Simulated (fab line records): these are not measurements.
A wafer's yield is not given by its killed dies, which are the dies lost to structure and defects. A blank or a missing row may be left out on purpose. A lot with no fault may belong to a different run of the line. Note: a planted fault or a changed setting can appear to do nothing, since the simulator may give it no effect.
fab line records ; flow n5_finfet
record lots=12; wafers=33; last_day=19
route steps=1938 shown BEOL_M15@1818 MIM_BOT_LITHO@1862 TV_OPEN@1888 PASSIVATION@1906
lots untouched by any fault: they come from a run of this same line in which no faults occurred
start_h: hours from the record's first day to the start of the lot's first wafer shown ; wait_h: hours since the lot's step before ; " unchanged from the row above ; L1.1+2: one row covering several wafers at once ; - value missing, or start not given ; * or withheld: withheld ; < > ~ a bound
route shown NAME@n: names a module that has steps shown in the file, with the first one's number in the route ; usual: average and standard deviation across the fault-free wafers ; same: alike in all rows ; chamber/n: place in a boat ; sites: each site's reading ; _std_site: the values' standard deviation ; _edge_site: inner sites' mean taken away from outer sites' mean ; radius_mm: for every site, how far away it sits from the centre of the wafer ; mask NAME#n: copy n ; behind: tool/chamber where the wafer was last shaped ; hold: why the lot went on hold/how many hours it stayed there/how the hold came to an end ; device: which transistor (n, p or np) failed to switch ; end of line: the same wafers' tests at the end of the route ; a step without rows: its recipe alone ; killed: the dies lost at the first sort to structure and to defects; this is not the yield of the wafer ; map: the dies of a wafer, with x for killed, . for not killed, _ for no die there
set.NAME: the run value of the setting; set.NAME@STEP: its run value at that earlier step ; model.NAME: the simulator's own value behind a step, which no gauge read
the route's steps for a sample of lots (tables are steps, rows are wafers)
services: from which hour (start_h, from the record's first day; less than 0 if before it) a tool's chamber was out of use, for how many hours, and why
## steps
# step N5_BEOL_M15_PRE_CLEAN_42
# recipe gas=H2/He; time_s=30; temp_c=300
# usual heater_power_w=454/38
lot.wafer;tool;chamber;start_h;wait_h;heater_power_w
L864.3;pvd_sputter-01;-;288.79;0.0;480
L864.6;pvd_sputter-01;-;288.79;0.0;489
L865.1;pvd_sputter-03;-;304.22;0.0;413
L865.5;pvd_sputter-03;-;304.22;0.0;409
L869.1;pvd_sputter-03;-;329.59;0.0;490
L869.3;pvd_sputter-03;-;329.59;0.0;415
L869.6;pvd_sputter-03;-;329.59;0.0;483
L871.1;pvd_sputter-01;-;345.99;0.0;456
L871.4;pvd_sputter-01;-;345.99;0.0;410
L871.5;pvd_sputter-01;-;345.99;0.0;467
L874.1;pvd_sputter-03;-;362.21;0.0;494
L874.2;pvd_sputter-03;-;362.21;0.0;443
L874.4;pvd_sputter-03;-;362.21;0.0;418
L873.1;pvd_sputter-03;-;372.07;0.0;494
L873.4;pvd_sputter-03;-;372.07;0.0;411
L877.1;pvd_sputter-01;-;386.04;0.0;399
L877.3;pvd_sputter-01;-;386.04;0.0;429
L877.4;pvd_sputter-01;-;386.04;0.0;500
L875.1;pvd_sputter-01;-;396.15;0.0;493
L875.5;pvd_sputter-01;-;396.15;0.0;454
L875.6;pvd_sputter-01;-;396.15;0.0;420
L882.1;pvd_sputter-03;-;418.22;0.0;399
L882.2;pvd_sputter-03;-;418.22;0.0;443
L882.3;pvd_sputter-03;-;418.22;0.0;480
L883.1;pvd_sputter-02;-;418.38;0.0;506
L883.3;pvd_sputter-02;-;418.38;0.0;437
L883.5;pvd_sputter-02;-;418.38;0.0;518
L884.1;pvd_sputter-03;-;430.71;0.0;486
L884.5;pvd_sputter-03;-;430.71;0.0;487
L884.6;pvd_sputter-03;-;430.71;0.0;407
L885.1;pvd_sputter-03;-;449.42;0.0;497
L885.3;pvd_sputter-03;-;449.42;0.0;415
L885.5;pvd_sputter-03;-;449.42;0.0;501
# step N5_MIM_BOT_LITHO_CD_MEAS_08
# recipe target_cd_nm=3000; landing_energy_ev=500; detector=se_inlens; polarity=opening
# usual cd_nm=3001.0/1.8
# same landing_energy_ev=500
lot.wafer;tool;chamber;start_h;wait_h;cd_nm
L864.3;cd_sem-02;0;299.13;-;3001.8
L864.6;cd_sem-02;0;299.13;-;3004.2
L865.1;cd_sem-01;0;314.11;-;3000.7
L865.5;cd_sem-01;0;314.11;-;3000.8
L869.1;cd_sem-01;0;334.51;-;2999.9
L869.3;cd_sem-01;0;334.51;-;2997.3
L869.6;cd_sem-01;0;334.51;-;2997.3
L871.1;cd_sem-02;0;351.93;-;3002.1
L871.4;cd_sem-02;0;351.93;-;3000.5
L871.5;cd_sem-02;0;351.93;-;3000.6
L874.1;cd_sem-03;0;367.30;-;3003.1
L874.2;cd_sem-03;0;367.30;-;3002.2
L874.4;cd_sem-03;0;367.30;-;3002.8
L873.1;cd_sem-01;0;381.42;-;3004.3
L873.4;cd_sem-01;0;381.42;-;3002.3
L877.1;cd_sem-02;0;392.92;-;2998.3
L877.3;cd_sem-02;0;392.92;-;2999.5
L877.4;cd_sem-02;0;392.92;-;2998.1
L875.1;cd_sem-03;0;401.09;-;3000.6
L875.5;cd_sem-03;0;401.09;-;2999.3
L875.6;cd_sem-03;0;401.09;-;2998.9
L882.1;cd_sem-02;0;424.49;-;3002.7
L882.2;cd_sem-02;0;424.49;-;3000.4
L882.3;cd_sem-02;0;424.49;-;3003.4
L883.1;cd_sem-01;0;424.65;-;3002.7
L883.3;cd_sem-01;0;424.65;-;3000.7
L883.5;cd_sem-01;0;424.65;-;3000.6
L884.1;cd_sem-02;0;436.65;-;3001.2
L884.5;cd_sem-02;0;436.65;-;3000.9
L884.6;cd_sem-02;0;436.65;-;3001.4
L885.1;cd_sem-03;0;455.93;-;3001.6
L885.3;cd_sem-03;0;455.93;-;3003.5
L885.5;cd_sem-03;0;455.93;-;3002.1
# step N5_PASSIVATION_VIA_ETCH_13
# recipe chemistry=CHF3/O2; target=SiO2; target_depth_a=6600; CHF3_flow_sccm=50; O2_flow_sccm=5; Ar_flow_sccm=200; time_s=330; mask_material=PR; pressure_mtorr=30; source_w=650; bias_w=170; ion_energy_ev=200; ends=cleared
# usual drypump_motor_current_A=5.6/0.42; etch_rf_on_time_s=235/5.5; oes_product_au=0.70/0.077; rf_vpp_V=525/9.2; showerhead_plenum_p_Torr=2.40/0.067; throttle_valve_pct=18.92/0.26
lot.wafer;tool;chamber;start_h;wait_h;drypump_motor_current_A;etch_rf_on_time_s;oes_product_au;rf_hours_counter_h;rf_vpp_V;showerhead_plenum_p_Torr;throttle_valve_pct
L864.3;rie_diel-06;3;301.25;0.0;5.6;241;0.63;217;521;2.47;19.06
L864.6;rie_diel-06;2;301.25;0.0;5.6;237;0.65;-;522;2.50;19.00
L865.1;rie_diel-05;3;317.62;0.0;5.1;236;0.83;21;524;2.38;18.93
L865.5;rie_diel-05;2;317.62;0.0;6.2;234;0.73;-;539;2.42;18.53
L869.1;rie_diel-02;2;336.14;0.0;6.1;226;0.65;205;524;2.38;18.90
L869.3;rie_diel-02;1;336.14;0.0;5.7;234;0.70;93;511;2.32;18.92
L869.6;rie_diel-02;3;336.14;0.0;5.6;230;0.78;-;519;2.34;18.66
L871.1;rie_diel-02;1;356.80;0.0;5.6;240;0.70;98;511;2.32;18.94
L871.4;rie_diel-02;2;356.80;0.0;6.1;237;0.65;210;522;2.38;18.93
L871.5;rie_diel-02;0;356.80;0.0;5.1;244;0.60;-;530;2.49;19.37
L874.1;rie_diel-02;0;370.04;0.0;5.1;238;0.61;237;530;2.49;19.38
L874.2;rie_diel-02;2;370.04;0.0;6.0;229;0.65;215;521;2.38;18.91
L874.4;rie_diel-02;1;370.04;0.0;5.6;242;0.70;103;510;2.32;18.96
L873.1;rie_diel-06;2;383.41;0.0;5.6;236;0.63;236;521;2.49;19.03
L873.4;rie_diel-06;1;383.41;0.0;6.5;231;0.82;19;531;2.34;18.50
L877.1;rie_diel-02;3;395.84;0.0;5.6;230;0.75;61;519;2.33;18.68
L877.3;rie_diel-02;2;395.84;0.0;6.0;234;0.64;222;523;2.37;18.92
L877.4;rie_diel-02;1;395.84;0.0;5.6;242;0.70;110;509;2.32;18.98
L875.1;rie_diel-06;3;402.83;0.0;5.6;245;0.61;249;521;2.46;19.10
L875.5;rie_diel-06;2;402.83;0.0;5.6;243;0.63;-;521;2.49;19.06
L875.6;rie_diel-06;3;402.83;0.0;5.6;251;0.60;-;521;2.46;19.10
L882.1;rie_diel-05;3;427.98;0.0;5.1;232;0.77;54;522;2.37;18.99
L882.2;rie_diel-05;2;427.98;0.0;6.2;231;0.70;130;539;2.41;18.62
L882.3;rie_diel-05;0;427.98;0.0;5.2;231;0.69;154;509;2.33;18.77
L883.1;rie_diel-06;2;428.29;0.0;5.6;229;0.63;253;520;2.48;19.09
L883.3;rie_diel-06;1;428.29;0.0;6.5;229;0.80;31;531;2.34;18.54
L883.5;rie_diel-06;2;428.29;0.0;5.6;240;0.63;-;520;2.48;19.07
L884.1;rie_diel-06;1;438.54;0.0;6.6;229;0.80;35;531;2.34;18.54
L884.5;rie_diel-06;1;438.54;0.0;6.5;227;0.80;-;530;2.34;18.54
L884.6;rie_diel-06;0;438.54;0.0;5.2;235;0.66;-;537;2.32;19.29
L885.1;rie_diel-05;1;457.93;0.0;5.6;233;0.82;33;525;2.44;18.58
L885.3;rie_diel-05;3;457.93;0.0;5.0;235;0.77;63;525;2.36;18.98
L885.5;rie_diel-05;0;457.93;0.0;5.2;241;0.68;-;509;2.33;18.79
# step N5_PASSIVATION_OVL_MEAS_63
# recipe points_per_wafer=44
# usual PAD_OVL=2/5.3
# same points_per_wafer=44
lot.wafer;tool;chamber;start_h;wait_h;PAD_OVL[nm]
L864.3;overlay-02;0;302.59;0.0;-4
L864.6;overlay-02;0;302.59;0.0;-2
L865.1;overlay-02;0;318.79;0.0;0
L865.5;overlay-02;0;318.79;0.0;-2
L869.1;overlay-02;0;339.70;0.0;11
L869.3;overlay-02;0;339.70;0.0;11
L869.6;overlay-02;0;339.70;0.0;4
L871.1;overlay-01;0;358.00;0.0;-2
L871.4;overlay-01;0;358.00;0.0;3
L871.5;overlay-01;0;358.00;0.0;-4
L874.1;overlay-01;0;371.68;0.0;3
L874.2;overlay-01;0;371.68;0.0;5
L874.4;overlay-01;0;371.68;0.0;6
L873.1;overlay-01;0;385.63;0.0;0
L873.4;overlay-01;0;385.63;0.0;5
L877.1;overlay-02;0;397.37;0.0;-9
L877.3;overlay-02;0;397.37;0.0;-13
L877.4;overlay-02;0;397.37;0.0;-2
L875.1;overlay-01;0;404.18;0.0;0
L875.5;overlay-01;0;404.18;0.0;2
L875.6;overlay-01;0;404.18;0.0;6
L882.1;overlay-01;0;429.10;0.0;-11
L882.2;overlay-01;0;429.10;0.0;4
L882.3;overlay-01;0;429.10;0.0;-2
L883.1;overlay-02;0;430.41;0.0;8
L883.3;overlay-02;0;430.41;0.0;4
L883.5;overlay-02;0;430.41;0.0;6
L884.1;overlay-02;0;439.66;0.0;3
L884.5;overlay-02;0;439.66;0.0;10
L884.6;overlay-02;0;439.66;0.0;-1
L885.1;overlay-01;0;459.81;0.0;-5
L885.3;overlay-01;0;459.81;0.0;-1
L885.5;overlay-01;0;459.81;0.0;-1
# step N5_PASSIVATION_PROBE_49
# usual defect_limited_yield=91.0/1.5; killed_at_M0_to_M3=35/11; killed_at_M4_up=13/5; killed_at_contacts=12/5.9; killed_at_front_end=42/13; killed_at_other=3/3.2; killed_dies=106/18; killed_open=69/13; killed_short=35/8.9; sort_bin_5_function=5.2/0.95; sort_bin_6_memory=3.3/0.71; sort_n_pass=1074/18; sort_yield_pct=91.0/1.5
# same gross_dies=1180; killed_at_back_side=0; sort_bin_4_leakage[%]=0; sort_bin_8_speed[%]=0
lot.wafer;tool;chamber;start_h;wait_h;defect_limited_yield[%];killed_at_M0_to_M3;killed_at_M4_up;killed_at_contacts;killed_at_front_end;killed_at_other;killed_dies;killed_open;killed_short;sort_bin_5_function[%];sort_bin_6_memory[%];sort_n_pass;sort_yield_pct[%]
L877.1;prober-02;-;402.34;0.0;78.8;22;154;18;52;4;250;75;25;12.7;4.3;930;78.8
L877.3;prober-02;-;402.44;0.1;81.9;28;138;8;32;8;214;49;29;11.0;3.5;966;81.9
L877.4;prober-02;-;402.49;0.2;79.9;31;157;15;31;3;237;59;26;11.9;4.7;943;79.9
L875.1;prober-01;-;409.01;0.0;79.4;29;159;16;35;4;243;65;27;13.5;4.7;937;79.4
L875.5;prober-01;-;409.21;0.2;80.2;22;137;10;63;2;234;79;25;12.2;4.6;946;80.2
L875.6;prober-01;-;409.26;0.3;82.1;25;141;3;41;1;211;54;21;9.5;3.6;969;82.1
# killed by level:class
L877.1 BEOL_M15:unspecified=148 FIN_SAQP:geometric_particle:open=16 MOL_CONTACT_COAG:geometric_particle:open=16 FIN_SAQP:geometric_particle:short=10 DUMMY_GATE:geometric_particle:open=7 STI_FIN_REVEAL:geometric_particle:open=6 BEOL_M0_SAQP:geometric_particle:open=6 BEOL_M2:geometric_particle:open=6
L877.3 BEOL_M15:unspecified=129 FIN_SAQP:geometric_particle:open=9 BEOL_M3:geometric_particle:open=9 FIN_SAQP:geometric_particle:short=6 BEOL_M1:geometric_particle:open=6 MOL_CONTACT_COAG:geometric_particle:open=5 BEOL_M0_SAQP:geometric_particle:short=4 STARTING-WAFER:geometric_particle:short=4
L877.4 BEOL_M15:unspecified=151 MOL_CONTACT_COAG:geometric_particle:open=12 STI_FIN_REVEAL:geometric_particle:open=7 DUMMY_GATE:geometric_particle:open=6 BEOL_M3:geometric_particle:open=6 BEOL_M2:geometric_particle:open=6 FIN_SAQP:geometric_particle:short=5 BEOL_M0_SAQP:geometric_particle:short=5
L875.1 BEOL_M15:unspecified=150 FIN_SAQP:geometric_particle:open=10 MOL_CONTACT_COAG:geometric_particle:open=10 DUMMY_GATE:geometric_particle:open=7 BEOL_M0_SAQP:geometric_particle:short=7 FIN_SAQP:geometric_particle:short=6 BEOL_M2:geometric_particle:open=6 STI_FIN_REVEAL:geometric_particle:open=5
L875.5 BEOL_M15:unspecified=127 FIN_SAQP:geometric_particle:open=24 MOL_CONTACT_COAG:geometric_particle:open=9 FIN_SAQP:geometric_particle:short=8 STI_FIN_REVEAL:geometric_particle:open=8 DUMMY_GATE:geometric_particle:open=8 BEOL_M3:geometric_particle:open=5 GATE_CUT:geometric_particle:open=4
L875.6 BEOL_M15:unspecified=133 FIN_SAQP:geometric_particle:open=12 DUMMY_GATE:geometric_particle:open=8 BEOL_M2:geometric_particle:open=6 BEOL_M4:geometric_particle:open=5 BEOL_M0_SAQP:geometric_particle:short=5 STARTING-WAFER:geometric_particle:short=4 STI_FIN_REVEAL:geometric_particle:open=4
## services
tool;chamber;start_h;hours;kind
rie_diel-02;0;271.01;5.8;repair
rie_diel-06;1;271.31;-;clean
rie_diel-06;1;271.31;-;consumable_replace:focus_ring
rie_diel-06;1;271.31;32.9;scheduled_down
rie_diel-06;1;271.31;32.9;vent_cycle
rie_diel-06;-;295.07;0.1;repair
rie_diel-05;3;319.91;10.7;repair
rie_diel-02;1;328.63;4.6;repair
rie_diel-02;0;358.37;6.8;repair
rie_diel-05;-;361.43;1.6;repair
rie_diel-02;-;370.37;2.8;pm
rie_diel-06;3;406.45;-;clean
rie_diel-06;3;406.45;-;consumable_replace:focus_ring
rie_diel-06;3;406.45;24.5;scheduled_down
rie_diel-06;3;406.45;24.5;vent_cycle
rie_diel-06;1;410.30;9.1;repair
rie_diel-02;0;413.90;-;clean
rie_diel-02;0;413.90;-;consumable_replace:focus_ring
rie_diel-02;0;413.90;17.9;scheduled_down
rie_diel-02;0;413.90;17.9;vent_cycle
rie_diel-06;2;430.93;-;clean
rie_diel-06;2;430.93;-;consumable_replace:focus_ring
rie_diel-06;2;430.93;16.6;scheduled_down
rie_diel-06;2;430.93;16.6;vent_cycle
## key
first_sign step=N5_PASSIVATION_PROBE_49; reading=killed_at_M4_up; direction=up; sigmas=27; usual=13; struck=148
effect step=N5_PASSIVATION_PROBE_49; reading=defect_limited_yield; direction=down; sigmas=7; usual=91.0; struck=80.4
more_kills_born_at N5_BEOL_M15_PRE_CLEAN_42@pvd_sputter-01=838
met_at N5_BEOL_M15_PRE_CLEAN_42
struck_lots L875,L877
not_acting_at N5_MIM_BOT_LITHO_CD_MEAS_08,N5_PASSIVATION_VIA_ETCH_13,N5_PASSIVATION_OVL_MEAS_63
onset_between 345.99 386.04
fault kind=chamber_particle_source; tool=pvd_sputter-01; chamber=-; onset_h=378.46; steps=N5_BEOL_M15_PRE_CLEAN_42; rate_per_visit_cm2=1.6454; end_h=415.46
